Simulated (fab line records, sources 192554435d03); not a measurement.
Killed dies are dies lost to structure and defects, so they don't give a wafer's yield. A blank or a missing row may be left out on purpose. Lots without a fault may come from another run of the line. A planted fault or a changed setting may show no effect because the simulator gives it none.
Split-lot experiment | flow n5_finfet | 7 lots, 21 wafers read, on a route of 1938 steps

THE SPLIT
At N5_PASSIVATION_EXPOSE_07 (exposes mask TV, defocus 0 nm, target cd 3000 nm), the setting dose_mj was moved away from the recipe's 22.75 on 6 of the 21 wafers read, by -7.2% to +4.5%. The other wafers ran this setting at the recipe's value.

FROM THE SPLIT TO THE READING: what the file shows between them, 3 steps
- N5_PASSIVATION_PEB_08
- N5_PASSIVATION_DEVELOP_09: develop time 60 s
- N5_PASSIVATION_HARDBAKE_11: time 120 s

THE READING
cd_nm, in nm, at N5_PASSIVATION_CD_MEAS_10 (target cd 3000 nm). Fault-free wafers of this fab line usually give 2999.6 nm, standard deviation 2.2 nm.

wafer  | tool, chamber at the split | dose_mj as run | against the recipe | cd_nm, nm | against lot-mates on the recipe
L077.1 | krf_scanner-02, 0          | 22.75          | recipe             | 3005.1    | -
L077.4 | krf_scanner-02, 0          | 21.49          | -5.5%              | 2987.9    | -17.2
L077.6 | krf_scanner-02, 0          | 21.49          | -5.5%              | 2991.6    | -13.5
L076.1 | krf_scanner-02, 0          | 22.75          | recipe             | 3003.2    | -
L076.2 | krf_scanner-02, 0          | 22.75          | recipe             | 3000.9    | -
L076.3 | krf_scanner-02, 0          | 22.75          | recipe             | 3001.7    | -
L080.2 | krf_scanner-01, 0          | 23.78          | +4.5%              | 3010.3    | +9.0
L080.3 | krf_scanner-01, 0          | 23.78          | +4.5%              | 3009.8    | +8.5
L080.5 | krf_scanner-01, 0          | 22.75          | recipe             | 3001.3    | -
L083.2 | krf_scanner-02, 0          | 22.75          | recipe             | 3000.9    | -
L083.4 | krf_scanner-02, 0          | 22.75          | recipe             | 3004.9    | -
L083.6 | krf_scanner-02, 0          | 22.75          | recipe             | 2998.6    | -
L084.2 | krf_scanner-01, 0          | 22.75          | recipe             | 3000.3    | -
L084.4 | krf_scanner-01, 0          | 21.11          | -7.2%              | 2980.5    | -18.5
L084.6 | krf_scanner-01, 0          | 22.75          | recipe             | 2997.7    | -
L093.1 | krf_scanner-01, 0          | 23.78          | +4.5%              | 3012.7    | +10.0
L093.2 | krf_scanner-01, 0          | 22.75          | recipe             | 3001.3    | -
L093.4 | krf_scanner-01, 0          | 22.75          | recipe             | 3004.0    | -
L094.2 | krf_scanner-01, 0          | 22.75          | recipe             | 2997.4    | -
L094.3 | krf_scanner-01, 0          | 22.75          | recipe             | 2997.4    | -
L094.4 | krf_scanner-01, 0          | 22.75          | recipe             | 2998.3    | -

THE FIT
A straight line over all 21 wafers: cd_nm changes by +2.32 nm for each +1% of dose_mj; r = +0.94; the points scatter about the line by 2.6 nm.
The same after taking each lot's own level away (the mean of its wafers on the recipe; 21 wafers): +2.44 nm for each +1%; r = +0.98; scatter 1.7 nm.
On that fit, the largest move of dose_mj shifts the reading by 18 nm.
The lots' own levels span 2997.70 to 3005.10 nm, that is 3.4 times the standard deviation above.
So the lot-to-lot level changes the slope little: the two slopes agree.
Check: with one of the wafers moved furthest among these (-7.2%) left out of the fit, the line predicts -17.8 nm for it against its lot-mates. It came out at -18.5 nm against them.

OTHER SPLITS ON THESE WAFERS
These wafers also went through other splits before the reading. Each is held against what the fit with the lots' levels taken away leaves over:
other split on the same wafers    | wafers away from the commonest value | r with cd_nm (lot level and that fit taken away)
N5_BEOL_M13_EXPOSE_07 dose_mj     | 5                                    | +0.17
N5_BEOL_M13_TRENCH_ETCH_34 time_s | 5                                    | +0.02
N5_BEOL_M13_SPUTTER_44 time_s     | 5                                    | -0.21
N5_BEOL_M14_ETCH_68 time_s        | 7                                    | +0.22
N5_BEOL_M15_ETCH_61 time_s        | 9                                    | -0.30

THE FILE'S OWN FIT
cd_nm changes by +2.46 nm for each +1% of dose_mj, r = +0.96.
